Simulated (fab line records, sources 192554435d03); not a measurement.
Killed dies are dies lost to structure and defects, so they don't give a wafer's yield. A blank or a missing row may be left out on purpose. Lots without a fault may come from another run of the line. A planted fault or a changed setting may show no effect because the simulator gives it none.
One fault seen from 2 desks | flow n5_finfet | each desk has only its own numbers; what lay behind them comes last

THE TOOL OWNER'S DESK: ald_metal-03
The tool's own readings at N5_BEOL_M0_ALD_136 (deposits TaN, pulse time 2 s, purge time 3 s, co reactant purge time 2 s): means of the sampled wafers that have a number, for each lot that ran on this tool. A lot is out of limits, marked OUT, if its mean lies more than 4 standard deviations from the usual mean; the brackets give that distance.
Columns: A = heater_power_outer_w at N5_BEOL_M0_ALD_136, usual 237 W; B = heater_power_w at N5_BEOL_M0_ALD_136, usual 428 W; C = precursor_vessel_carrier_sccm at N5_BEOL_M0_ALD_136, usual 1000.5 sccm
lot  | first seen here | A   | B   | C
L253 | day 6 16:31     | 241 | 404 | 1000.3
L256 | day 6 23:56     | 222 | 403 | 998.0
L257 | day 7 02:32     | 243 | 408 | 1003.5
L260 | day 7 18:10     | 237 | 422 | 1001.3
L266 | day 9 13:27     | 222 | 403 | 1002.5
L269 | day 10 01:25    | 219 | 408 | 999.4
This desk's finding: nothing out of limits on any of the 6 lots.

THE METROLOGY DESK
What the gauges read, lot by lot, whatever tool the lot ran on: means of the sampled wafers that have a number. A lot is out of limits, marked OUT, if its mean lies more than 4 standard deviations from the usual mean; the brackets give that distance.
Columns: A = cd_nm at N5_PASSIVATION_CD_MEAS_10, usual 3000.8 nm; B = PAD_OVL at N5_PASSIVATION_OVL_MEAS_63, usual 2 nm
lot  | first seen here | A      | B
L254 | day 13 04:23    | 3000.3 | -8
L253 | day 13 10:14    | 3002.4 | 3
L255 | day 13 19:53    | 2999.5 | -8
L258 | day 13 21:46    | 3001.1 | 3
L256 | day 13 21:47    | 2998.8 | 1
L257 | day 14 04:55    | 2999.3 | 6
L259 | day 14 09:17    | 3001.7 | 3
L260 | day 14 22:50    | 2999.5 | 5
L266 | day 16 06:17    | 3001.6 | 1
L269 | day 17 05:44    | 2999.7 | -1
L272 | day 17 15:01    | 2999.9 | 3
L273 | day 17 15:03    | 3000.1 | -1
L274 | day 18 02:58    | 3000.5 | 6
This desk's finding: nothing out of limits on any of the 13 lots.

PUT TOGETHER
The tool owner's desk saw nothing out of limits.
The metrology desk saw nothing out of limits.

WHAT THE SIMULATOR HAD PUT IN
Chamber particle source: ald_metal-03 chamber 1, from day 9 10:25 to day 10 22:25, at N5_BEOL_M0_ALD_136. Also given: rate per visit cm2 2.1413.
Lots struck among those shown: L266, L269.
